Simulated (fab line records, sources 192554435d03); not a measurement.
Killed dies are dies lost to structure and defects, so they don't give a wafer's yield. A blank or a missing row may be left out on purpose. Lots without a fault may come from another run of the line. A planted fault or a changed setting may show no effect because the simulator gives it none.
fab line records | flow n5_finfet
record lots=7 wafers=39
route steps=1938 shown WELL_APT@26 FIN_SAQP@134 SD_EPI_N@288 HKMG_FIN@429 MOL_CONTACT_COAG@605 BEOL_M1@770 BEOL_M3@980 BEOL_M6@1194 BEOL_M8@1391 BEOL_M11@1536 BEOL_M13@1707 TV_OPEN@1887 PASSIVATION@1936
start_h: hours from the record's first day to the start of the lot's first wafer shown | wait_h: hours since the lot's step before | " the same as in the row above | L1.1+2: a row that stands for several wafers | - no value, or no start given | * or withheld: withheld | < > ~ a bound
route shown NAME@n: a module of which the file shows steps, and the number in the route of the first | usual: mean/standard deviation of fault-free wafers | same: alike in all rows | chamber/n: place in a boat | sites: the reading at each site | _std_site: their standard deviation | _edge_site: outer sites' mean less inner sites' | radius_mm: how far each site lies from the wafer's centre | mask NAME#n: copy n | behind: the tool/chamber that last shaped the wafer | hold: why the lot was held/for how many hours/how that ended | device: the transistor (n, p or np) that didn't switch | end of line: the same wafers' tests at the end of the route | a step without rows: its recipe alone | killed: dies lost to structure and defects at the first sort, not the wafer's yield | map: a wafer's dies, x killed, . not, _ none there
set.NAME: the setting as run; set.NAME@STEP: as run at that earlier step | model.NAME: the simulator's own value behind a step, which no gauge read
lots whose settings were changed on purpose; a table a step, a row a wafer
## steps
# step N5_WELL_APT_DEVELOP_07
# recipe develop_time_s=45 rinse_liquid=surfactant_rinse dry=air_spin dev_temp_c=21
# step N5_FIN_SAQP_ETCH_69
# recipe chemistry=N2/H2 target=SOC target_depth_a=1500 stop_on=SiNx ion_energy_ev=100 bias_w=61 pressure_mtorr=30 source_w=850 n2_flow_sccm=200 h2_flow_sccm=200
# step N5_SD_EPI_N_EPI_21
# recipe material=Si:P dopant=P temp_c=680 pressure_torr=255 time_s=690
# step N5_HKMG_FIN_DEVELOP_11
# recipe develop_time_s=30 developer=TMAH resist=CAR-ArF dev_temp_c=23 rinse_liquid=diw dry=air_spin
# step N5_MOL_CONTACT_COAG_DESCUM_45
# recipe chemistry=O2 time_s=7 source_power_w=50 bias_power_w=20 pressure_mtorr=20 rf_frequency_hz=2.712e+07 temp_c=40 resist=CAR-EUV o2_flow_sccm=225
# step N5_BEOL_M1_ETCH_64
# recipe chemistry=N2/H2 target=SOC target_depth_a=750 overetch_a=150 mask_material=SiARC temp_c=40 time_s=112.5 ion_energy_ev=200 pressure_mtorr=30 source_w=840 bias_w=150 n2_flow_sccm=200 h2_flow_sccm=200
# step N5_BEOL_M3_TRENCH_ETCH_37
# recipe chemistry=C4F6/O2 target_depth_a=555.55 target=SiOC time_s=29.2 ion_energy_ev=250 pressure_mtorr=30 source_w=355 bias_w=185 Ar_flow_sccm=300 C4F6_flow_sccm=10 O2_flow_sccm=10
# step N5_BEOL_M6_ILD_DEP_00
# recipe material=SiCOH_lowk target_thk_a=1797.5 temp_c=300 precursor=DEMS/porogen pressure_torr=5 rf_w=500 time_s=33.4
# step N5_BEOL_M8_CVD_78
# recipe material=Co target_thk_a=20 temp_c=withheld precursor=CCTBA/H2 pressure_torr=30 time_s=142.3
# step N5_BEOL_M11_ILD_DEP_00
# recipe material=SiCOH_lowk target_thk_a=3085.1 temp_c=300 precursor=DEMS/porogen pressure_torr=5 rf_w=500 time_s=58
# step N5_BEOL_M11_ETCH_41
# recipe chemistry=CH3F/O2 target=SiCN target_depth_a=426 taper_deg=2 time_s=86 ion_energy_ev=120 mask_material=TiN pressure_mtorr=30 source_w=395 bias_w=75 Ar_flow_sccm=150 CH3F_flow_sccm=30 O2_flow_sccm=20
# step N5_BEOL_M13_SPUTTER_45
# recipe material=Cu target_thk_a=800 temp_c=-20 bias_v=60 power_w=26000 chamber_pressure_pa=0.13 time_s=13.33
# step N5_PASSIVATION_PASS_ETCH_74
# recipe chemistry=CF4/O2 target=SiNx target_depth_a=2200 time_s=110 ion_energy_ev=100 pressure_mtorr=40 source_w=535 bias_w=49 Ar_flow_sccm=100 cf4_flow_sccm=100 O2_flow_sccm=10
# step N5_PASSIVATION_PROBE_49
# usual sort_bin_5_function=5.2/0.94 sort_bin_6_memory=3.4/0.69
# columns lot.wafer tool chamber start_h wait_h set.develop_time_s@WELL_APT_DEVELOP_07 set.target_depth_a@FIN_SAQP_ETCH_69 set.epi_growth_time_s@SD_EPI_N_EPI_21 set.develop_time_s@HKMG_FIN_DEVELOP_11 set.time_s@MOL_CONTACT_COAG_DESCUM_45 set.time_s@BEOL_M1_ETCH_64 set.time_s@BEOL_M3_TRENCH_ETCH_37 set.time_s@BEOL_M6_ILD_DEP_00 set.target_thk_a@BEOL_M8_CVD_78 set.time_s@BEOL_M11_ILD_DEP_00 set.time_s@BEOL_M11_ETCH_41 set.time_s@BEOL_M13_SPUTTER_45 set.target_depth_a@PASSIVATION_PASS_ETCH_74 sort_bin_5_function[%] sort_bin_6_memory[%]
L074.1 prober-01 - 270.85 0.0 45 1500 926.8 30 7 112.5 20.32 22.36 14.74 81.94 100.3 5.511 3328 91.1 8.4
L074.2 prober-01 - 270.90 0.1 20.22 1500 690 14.62 5.825 112.5 20.32 22.36 20 58 86 5.511 3328 12.7 8.9
L074.3 prober-01 - 270.95 0.1 20.22 1500 926.8 30 7 112.5 29.2 33.4 20 81.94 100.3 13.33 2200 97.2 2.3
L074.4 prober-01 - 271.00 0.2 45 1500 690 30 5.825 112.5 29.2 33.4 14.74 58 100.3 5.511 2200 14.3 7.1
L074.5 prober-01 - 271.05 0.2 20.22 1500 690 14.62 7 112.5 29.2 22.36 20 58 86 13.33 2200 4.2 3.3
L074.6 prober-01 - 271.10 0.3 45 1500 926.8 14.62 5.825 112.5 20.32 33.4 14.74 81.94 86 13.33 3328 96.8 3.1
L075.1 prober-02 - 289.56 0.0 45 1500 690 30 7 112.5 29.2 15.14 13.62 58 86 13.33 2854 3.8 3.1
L075.2 prober-02 - 289.61 0.1 70.39 1500 690 15.43 7 112.5 20.17 33.4 20 58 41.06 13.33 2854 4.4 3.5
L075.3 prober-02 - 289.66 0.1 70.39 1500 690 15.43 7 112.5 20.17 15.14 13.62 58 41.06 13.33 2200 6.6 2.9
L075.4 prober-02 - 289.71 0.2 45 1500 690 15.43 7 141 29.2 33.4 13.62 58 86 13.33 2200 5.7 2.7
L075.5 prober-02 - 289.76 0.2 45 1500 690 30 7 141 20.17 33.4 20 58 86 13.33 2200 3.9 2.7
L075.6 prober-02 - 289.81 0.3 70.39 1500 690 30 7 141 29.2 15.14 20 58 41.06 13.33 2854 6.0 3.7
L082.1 prober-02 - 314.37 0.0 71.51 2257 690 30 11.17 67.55 29.2 33.4 20 46 86 13.33 2200 94.2 3.5
L082.2 prober-02 - 314.42 0.1 45 2257 690 35.39 7 67.55 40.67 33.4 20 58 60.7 13.33 2859 72.7 2.6
L082.3 prober-02 - 314.47 0.1 71.51 1500 690 30 7 67.55 29.2 26.26 20 58 86 13.33 2200 95.4 2.9
L082.4 prober-02 - 314.52 0.2 71.51 2257 690 35.39 11.17 112.5 29.2 26.26 20 46 60.7 13.33 2859 5.3 3.1
L082.5 prober-02 - 314.57 0.2 45 1500 690 30 11.17 112.5 40.67 33.4 20 46 60.7 13.33 2200 6.0 2.9
L082.6 prober-02 - 314.62 0.3 45 1500 690 35.39 7 112.5 40.67 26.26 20 58 86 13.33 2859 4.7 4.5
L081.3 prober-01 - 320.45 0.1 45 1500 690 30 7 112.5 29.2 33.4 20 58 86 13.33 2200 4.7 3.1
L081.4 prober-01 - 320.50 0.2 45 1500 690 30 7 112.5 29.2 33.4 20 58 86 13.33 2200 7.2 3.4
L081.5 prober-01 - 320.55 0.2 45 1500 690 30 7 112.5 29.2 33.4 20 58 86 13.33 2200 5.3 3.9
L080.1 prober-01 - 322.89 0.0 45 1500 690 30 7 159.5 29.2 13.77 20 58 135.7 13.33 2200 5.1 3.2
L080.2 prober-01 - 322.94 0.1 45 1500 477.3 30 5.649 112.5 29.2 13.77 20 58 86 13.33 2200 4.3 3.3
L080.3 prober-01 - 322.99 0.1 45 906.1 477.3 14.64 5.649 159.5 15.53 13.77 25.06 58 135.7 13.33 2200 4.8 3.2
L080.4 prober-01 - 323.04 0.2 45 1500 690 14.64 5.649 112.5 29.2 33.4 25.06 58 135.7 13.33 2200 5.1 2.7
L080.5 prober-01 - 323.09 0.2 45 906.1 690 14.64 7 159.5 15.53 33.4 25.06 58 86 13.33 2200 6.1 3.1
L080.6 prober-01 - 323.14 0.3 45 906.1 477.3 30 7 112.5 15.53 33.4 20 58 86 13.33 2200 4.8 4.0
L093.1 prober-01 - 391.70 0.0 61.32 1500 690 30 7 112.5 29.2 33.4 20 58 86 13.33 2200 5.9 4.2
L093.2 prober-01 - 391.75 0.1 45 1500 690 30 9.889 112.5 29.2 33.4 20 89.77 86 15.69 2200 96.2 3.7
L093.3 prober-01 - 391.80 0.1 45 2187 690 36.13 7 112.5 29.2 33.4 20 89.77 41.47 13.33 2624 94.0 5.5
L093.4 prober-01 - 391.85 0.2 45 2187 690 30 9.889 112.5 35.18 33.4 20 89.77 41.47 15.69 2200 96.2 3.4
L093.5 prober-01 - 391.90 0.2 61.32 1500 690 36.13 7 112.5 35.18 33.4 20 58 41.47 15.69 2624 3.9 3.1
L093.6 prober-01 - 391.95 0.3 61.32 2187 690 36.13 9.889 112.5 35.18 33.4 20 58 86 13.33 2624 5.3 4.2
L095.1 prober-02 - 395.72 0.0 45 1102 690 30 10.27 132.3 29.2 26.81 30.7 58 52.4 13.33 2780 8.0 6.2
L095.2 prober-02 - 395.77 0.1 33.6 1500 690 36.71 10.27 132.3 43.8 26.81 20 74.46 86 13.33 2780 5.2 3.5
L095.3 prober-02 - 395.82 0.1 33.6 1500 690 30 7 112.5 43.8 33.4 30.7 74.46 86 13.33 2780 25.2 3.1
L095.4 prober-02 - 395.87 0.2 45 1102 690 30 10.27 112.5 43.8 33.4 20 58 52.4 13.33 2200 5.2 3.5
L095.5 prober-02 - 395.92 0.2 33.6 1102 690 36.71 7 132.3 29.2 33.4 30.7 74.46 52.4 13.33 2200 96.4 3.4
L095.6 prober-02 - 395.97 0.3 45 1500 690 36.71 7 112.5 29.2 26.81 20 58 86 13.33 2200 5.7 3.1
# killed by level:class
L074.1 BEOL_M11:area_etch=914 BEOL_M13:interface_void_opened=182 BEOL_M0_SAQP:geometric_particle:short=8 BEOL_M1:geometric_particle:open=8 STI_FIN_REVEAL:geometric_particle:open=7 DUMMY_GATE:geometric_particle:short=7 MOL_CONTACT_COAG:geometric_particle:open=7 BEOL_M4:geometric_particle:open=6
L074.2 BEOL_M13:interface_void_opened=164 BEOL_M6:area_dep=28 BEOL_M3:geometric_particle:open=9 DUMMY_GATE:geometric_particle:open=8 MOL_CONTACT_COAG:geometric_particle:open=8 BEOL_M0_SAQP:geometric_particle:open=8 STI_FIN_REVEAL:geometric_particle:open=7 BEOL_M0_SAQP:geometric_particle:short=7
L074.3 BEOL_M11:area_etch=1106 BEOL_M2:geometric_particle:open=7 GATE_CUT:geometric_particle:short=6 MOL_CONTACT_COAG:geometric_particle:open=5 BEOL_M0_SAQP:geometric_particle:short=5 BEOL_M0_SAQP:geometric_particle:open=5 BEOL_M4:geometric_particle:open=5 BEOL_M1:geometric_particle:open=4
L074.4 BEOL_M13:interface_void_opened=171 BEOL_M2:geometric_particle:open=12 BEOL_M0_SAQP:geometric_particle:short=8 BEOL_M1:geometric_particle:open=6 BEOL_M4:geometric_particle:open=6 BEOL_M0_SAQP:geometric_particle:open=5 STI_FIN_REVEAL:geometric_particle:open=4 DUMMY_GATE:geometric_particle:open=4
L074.5 MOL_CONTACT_COAG:geometric_particle:open=10 BEOL_M4:geometric_particle:open=9 BEOL_M0_SAQP:geometric_particle:open=8 STI_FIN_REVEAL:geometric_particle:open=7 BEOL_M0_SAQP:geometric_particle:short=5 FIN_SAQP:geometric_particle:short=4 MOL_CONTACT_COAG:geometric_particle:short=4 STARTING-WAFER:geometric_particle:short=4
L074.6 BEOL_M11:area_etch=1102 BEOL_M2:geometric_particle:open=9 MOL_CONTACT_COAG:geometric_particle:open=8 DUMMY_GATE:geometric_particle:open=7 FIN_SAQP:geometric_particle:open=6 BEOL_M0_SAQP:geometric_particle:short=6 BEOL_M0_SAQP:geometric_particle:open=6 BEOL_M1:geometric_particle:open=6
L075.1 BEOL_M6:area_dep=1087 BEOL_M1:geometric_particle:open=10 STI_FIN_REVEAL:geometric_particle:open=9 BEOL_M0_SAQP:geometric_particle:short=8 BEOL_M0_SAQP:geometric_particle:open=7 BEOL_M4:geometric_particle:open=7 FIN_SAQP:geometric_particle:open=6 BEOL_M2:geometric_particle:open=6
L075.2 BEOL_M4:geometric_particle:open=14 STI_FIN_REVEAL:geometric_particle:open=9 BEOL_M0_SAQP:geometric_particle:open=9 BEOL_M1:geometric_particle:open=9 MOL_CONTACT_COAG:geometric_particle:open=8 BEOL_M0_SAQP:geometric_particle:short=6 BEOL_M2:geometric_particle:open=4 STARTING-WAFER:geometric_particle:open=4
L075.3 BEOL_M6:area_dep=1059 STI_FIN_REVEAL:geometric_particle:open=25 BEOL_M2:geometric_particle:open=14 MOL_CONTACT_COAG:geometric_particle:open=8 FIN_SAQP:geometric_particle:open=7 BEOL_M0_SAQP:geometric_particle:open=7 BEOL_M1:geometric_particle:open=6 BEOL_M0_SAQP:geometric_particle:short=6
L075.4 FIN_SAQP:geometric_particle:short=12 BEOL_M4:geometric_particle:open=11 MOL_CONTACT_COAG:geometric_particle:open=10 STI_FIN_REVEAL:geometric_particle:open=9 BEOL_M1:geometric_particle:open=9 BEOL_M0_SAQP:geometric_particle:short=8 FIN_SAQP:geometric_particle:open=7 STI_FIN_REVEAL:geometric_particle:short=5
L075.5 STI_FIN_REVEAL:geometric_particle:open=10 MOL_CONTACT_COAG:geometric_particle:open=9 BEOL_M0_SAQP:geometric_particle:short=7 BEOL_M2:geometric_particle:open=7 FIN_SAQP:geometric_particle:short=5 DUMMY_GATE:geometric_particle:open=4 STI_FIN_REVEAL:geometric_particle:short=3 ILD0:geometric_particle:short=3
L075.6 BEOL_M6:area_dep=1050 BEOL_M4:geometric_particle:open=22 STI_FIN_REVEAL:geometric_particle:open=18 BEOL_M1:geometric_particle:open=10 BEOL_M0_SAQP:geometric_particle:short=8 BEOL_M0_SAQP:geometric_particle:open=8 BEOL_M2:geometric_particle:open=7 MOL_CONTACT_COAG:geometric_particle:open=7
L082.1 BEOL_M1:area_etch=1062 BEOL_M0_SAQP:geometric_particle:short=9 BEOL_M3:geometric_particle:open=8 BEOL_M1:geometric_particle:open=7 FIN_SAQP:geometric_particle:open=6 MOL_CONTACT_COAG:geometric_particle:open=6 GATE_CUT:geometric_particle:open=5 BEOL_M4:geometric_particle:open=5
L082.2 BEOL_M1:area_etch=783 BEOL_M4:geometric_particle:open=16 MOL_CONTACT_COAG:geometric_particle:open=14 BEOL_M0_SAQP:geometric_particle:short=10 FIN_SAQP:geometric_particle:open=7 BEOL_M1:geometric_particle:open=7 STI_FIN_REVEAL:geometric_particle:open=6 DUMMY_GATE:geometric_particle:open=6
L082.3 BEOL_M1:area_etch=1055 FIN_SAQP:geometric_particle:open=21 BEOL_M4:geometric_particle:open=10 MOL_CONTACT_COAG:geometric_particle:open=9 FIN_SAQP:geometric_particle:short=7 DUMMY_GATE:geometric_particle:open=6 BEOL_M0_SAQP:geometric_particle:short=6 GATE_CUT:geometric_particle:short=5
L082.4 MOL_CONTACT_COAG:geometric_particle:open=14 STI_FIN_REVEAL:geometric_particle:open=8 GATE_CUT:geometric_particle:short=7 BEOL_M0_SAQP:geometric_particle:short=7 BEOL_M3:geometric_particle:open=7 FIN_SAQP:geometric_particle:open=6 BEOL_M4:geometric_particle:open=6 FIN_SAQP:geometric_particle:short=5
L082.5 FIN_SAQP:geometric_particle:open=16 MOL_CONTACT_COAG:geometric_particle:open=11 BEOL_M4:geometric_particle:open=9 FIN_SAQP:geometric_particle:short=8 STI_FIN_REVEAL:geometric_particle:open=7 BEOL_M3:geometric_particle:open=7 BEOL_M2:geometric_particle:short=6 DUMMY_GATE:geometric_particle:open=4
L082.6 MOL_CONTACT_COAG:geometric_particle:open=15 BEOL_M4:geometric_particle:open=13 FIN_SAQP:geometric_particle:short=9 BEOL_M0_SAQP:geometric_particle:open=8 BEOL_M0_SAQP:geometric_particle:short=8 BEOL_M3:geometric_particle:open=8 FIN_SAQP:geometric_particle:open=7 BEOL_M1:geometric_particle:open=6
L081.3 MOL_CONTACT_COAG:geometric_particle:open=12 BEOL_M2:geometric_particle:open=8 BEOL_M0_SAQP:geometric_particle:short=7 FIN_SAQP:geometric_particle:short=6 FIN_SAQP:geometric_particle:open=6 BEOL_M4:geometric_particle:open=6 BEOL_M3:geometric_particle:open=6 GATE_CUT:geometric_particle:short=5
L081.4 MOL_CONTACT_COAG:geometric_particle:open=16 FIN_SAQP:geometric_particle:open=14 FIN_SAQP:geometric_particle:short=10 BEOL_M3:geometric_particle:open=10 BEOL_M4:geometric_particle:open=10 BEOL_M0_SAQP:geometric_particle:open=9 BEOL_M0_SAQP:geometric_particle:short=7 STI_FIN_REVEAL:geometric_particle:open=6
L081.5 MOL_CONTACT_COAG:geometric_particle:open=16 FIN_SAQP:geometric_particle:open=13 BEOL_M1:geometric_particle:open=12 BEOL_M0_SAQP:geometric_particle:short=11 BEOL_M3:geometric_particle:open=9 FIN_SAQP:geometric_particle:short=8 ILD0:geometric_particle:short=5 MIM_TOP:geometric_particle:short=4
L080.1 BEOL_M6:area_dep=1073 STI_FIN_REVEAL:geometric_particle:open=10 BEOL_M2:geometric_particle:open=10 BEOL_M4:geometric_particle:open=8 GATE_CUT:geometric_particle:short=7 GATE_CUT:geometric_particle:open=6 BEOL_M0_SAQP:geometric_particle:short=6 DUMMY_GATE:geometric_particle:open=5
L080.2 BEOL_M6:area_dep=1086 FIN_SAQP:geometric_particle:short=8 BEOL_M2:geometric_particle:open=8 DUMMY_GATE:geometric_particle:open=7 GATE_CUT:geometric_particle:short=7 FIN_SAQP:geometric_particle:open=6 MOL_CONTACT_COAG:geometric_particle:open=5 BEOL_M1:geometric_particle:open=5
L080.3 BEOL_M6:area_dep=1080 MOL_CONTACT_COAG:geometric_particle:open=12 BEOL_M2:geometric_particle:open=11 STI_FIN_REVEAL:geometric_particle:open=9 BEOL_M4:geometric_particle:open=8 GATE_CUT:geometric_particle:short=7 BEOL_M1:geometric_particle:open=6 FIN_SAQP:geometric_particle:open=5
L080.4 FIN_SAQP:geometric_particle:open=14 GATE_CUT:geometric_particle:short=8 BEOL_M2:geometric_particle:open=8 MOL_CONTACT_COAG:geometric_particle:open=7 BEOL_M3:geometric_particle:open=7 STI_FIN_REVEAL:geometric_particle:open=6 BEOL_M0_SAQP:geometric_particle:open=6 FIN_SAQP:geometric_particle:short=5
L080.5 MOL_CONTACT_COAG:geometric_particle:open=13 BEOL_M2:geometric_particle:open=12 BEOL_M1:geometric_particle:open=11 BEOL_M0_SAQP:geometric_particle:short=10 BEOL_M4:geometric_particle:open=9 STI_FIN_REVEAL:geometric_particle:open=6 GATE_CUT:geometric_particle:short=5 BEOL_M0_SAQP:geometric_particle:open=4
L080.6 BEOL_M2:geometric_particle:open=12 STI_FIN_REVEAL:geometric_particle:open=9 MOL_CONTACT_COAG:geometric_particle:open=9 GATE_CUT:geometric_particle:short=8 FIN_SAQP:geometric_particle:open=7 BEOL_M4:geometric_particle:open=6 BEOL_M1:geometric_particle:short=6 STARTING-WAFER:geometric_particle:short=6
L093.1 BEOL_M3:geometric_particle:open=13 DUMMY_GATE:geometric_particle:open=12 BEOL_M4:geometric_particle:open=11 FIN_SAQP:geometric_particle:short=9 BEOL_M0_SAQP:geometric_particle:short=9 STI_FIN_REVEAL:geometric_particle:open=8 BEOL_M0_SAQP:geometric_particle:open=7 FIN_SAQP:geometric_particle:open=5
L093.2 BEOL_M11:area_etch=1068 DUMMY_GATE:geometric_particle:open=18 STI_FIN_REVEAL:geometric_particle:open=17 FIN_SAQP:geometric_particle:open=16 BEOL_M4:geometric_particle:open=10 BEOL_M0_SAQP:geometric_particle:open=7 BEOL_M0_SAQP:geometric_particle:short=6 GATE_CUT:geometric_particle:open=5
L093.3 BEOL_M11:area_etch=1023 FIN_SAQP:geometric_particle:open=19 BEOL_M4:geometric_particle:open=16 FIN_SAQP:geometric_particle:short=14 DUMMY_GATE:geometric_particle:open=11 BEOL_M0_SAQP:geometric_particle:open=11 BEOL_M0:geometric_particle:open=9 BEOL_M0:geometric_particle:short=8
L093.4 BEOL_M11:area_etch=1067 FIN_SAQP:geometric_particle:open=13 BEOL_M4:geometric_particle:open=11 FIN_SAQP:geometric_particle:short=10 STI_FIN_REVEAL:geometric_particle:open=8 DUMMY_GATE:geometric_particle:open=6 GATE_CUT:geometric_particle:short=6 MOL_CONTACT_COAG:geometric_particle:open=6
L093.5 STI_FIN_REVEAL:geometric_particle:open=9 BEOL_M4:geometric_particle:open=9 FIN_SAQP:geometric_particle:open=8 MOL_CONTACT_COAG:geometric_particle:open=7 DUMMY_GATE:geometric_particle:open=6 DUMMY_GATE:geometric_particle:short=3 BEOL_M1:geometric_particle:open=3 BEOL_M2:geometric_particle:open=3
L093.6 FIN_SAQP:geometric_particle:open=24 DUMMY_GATE:geometric_particle:open=12 FIN_SAQP:geometric_particle:short=11 STI_FIN_REVEAL:geometric_particle:open=9 BEOL_M0_SAQP:geometric_particle:short=7 BEOL_M4:geometric_particle:open=6 BEOL_M5:geometric_particle:open=6 HKMG_FIN:area_etch=5
L095.1 MOL_CONTACT_COAG:geometric_particle:open=25 BEOL_M1:geometric_particle:open=16 FIN_SAQP:geometric_particle:open=12 FIN_SAQP:geometric_particle:short=12 STI_FIN_REVEAL:geometric_particle:open=12 BEOL_M4:geometric_particle:open=11 BEOL_M0_SAQP:geometric_particle:short=9 BEOL_M3:geometric_particle:short=9
L095.2 MOL_CONTACT_COAG:geometric_particle:open=17 STI_FIN_REVEAL:geometric_particle:open=10 BEOL_M1:geometric_particle:open=10 BEOL_M4:geometric_particle:open=8 BEOL_M3:geometric_particle:open=7 FIN_SAQP:geometric_particle:open=6 MOL_CONTACT_COAG:geometric_particle:short=5 BEOL_M5:geometric_particle:open=4
L095.3 BEOL_M11:area_etch=237 BEOL_M4:geometric_particle:open=15 FIN_SAQP:geometric_particle:short=10 MOL_CONTACT_COAG:geometric_particle:open=10 GATE_CUT:geometric_particle:short=8 FIN_SAQP:geometric_particle:open=7 BEOL_M2:geometric_particle:open=6 STI_FIN_REVEAL:geometric_particle:open=4
L095.4 FIN_SAQP:geometric_particle:short=14 BEOL_M1:geometric_particle:open=11 MOL_CONTACT_COAG:geometric_particle:open=10 BEOL_M0_SAQP:geometric_particle:short=9 GATE_CUT:geometric_particle:short=7 STI_FIN_REVEAL:geometric_particle:open=6 FIN_SAQP:geometric_particle:open=5 BEOL_M4:geometric_particle:open=5
L095.5 BEOL_M11:area_etch=1071 MOL_CONTACT_COAG:geometric_particle:open=10 FIN_SAQP:geometric_particle:short=8 BEOL_M0_SAQP:geometric_particle:open=8 BEOL_M3:geometric_particle:open=8 BEOL_M6:geometric_particle:open=7 STI_FIN_REVEAL:geometric_particle:open=6 BEOL_M0_SAQP:geometric_particle:short=6
L095.6 STI_FIN_REVEAL:geometric_particle:open=12 MOL_CONTACT_COAG:geometric_particle:open=11 BEOL_M0_SAQP:geometric_particle:short=11 BEOL_M0_SAQP:geometric_particle:open=8 BEOL_M1:geometric_particle:open=7 BEOL_M2:geometric_particle:open=6 BEOL_M4:geometric_particle:open=5 FIN_SAQP:geometric_particle:open=4
## key
split step=N5_WELL_APT_DEVELOP_07 setting=develop_time_s stated_as=45
response none clear
split step=N5_FIN_SAQP_ETCH_69 setting=target_depth_a stated_as=1500
response none clear
split step=N5_SD_EPI_N_EPI_21 setting=epi_growth_time_s stated_as=690
response none clear
split step=N5_HKMG_FIN_DEVELOP_11 setting=develop_time_s stated_as=30
response none clear
split step=N5_MOL_CONTACT_COAG_DESCUM_45 setting=time_s stated_as=7
response none clear
split step=N5_BEOL_M1_ETCH_64 setting=time_s stated_as=112.5
response none clear
split step=N5_BEOL_M3_TRENCH_ETCH_37 setting=time_s stated_as=29.2
response none clear
split step=N5_BEOL_M6_ILD_DEP_00 setting=time_s stated_as=33.4
response none clear
split step=N5_BEOL_M8_CVD_78 setting=target_thk_a stated_as=20
response none clear
split step=N5_BEOL_M11_ILD_DEP_00 setting=time_s stated_as=58
response step=N5_PASSIVATION_PROBE_49 reading=sort_bin_5_function slope=+1.6 per=1% together_with=all explained=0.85
split step=N5_BEOL_M11_ETCH_41 setting=time_s stated_as=86
response none clear
split step=N5_BEOL_M13_SPUTTER_45 setting=time_s stated_as=13.33
response step=N5_PASSIVATION_PROBE_49 reading=sort_bin_6_memory slope=-0.0853 per=1% together_with=all explained=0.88
split step=N5_PASSIVATION_PASS_ETCH_74 setting=target_depth_a stated_as=2200
response none clear
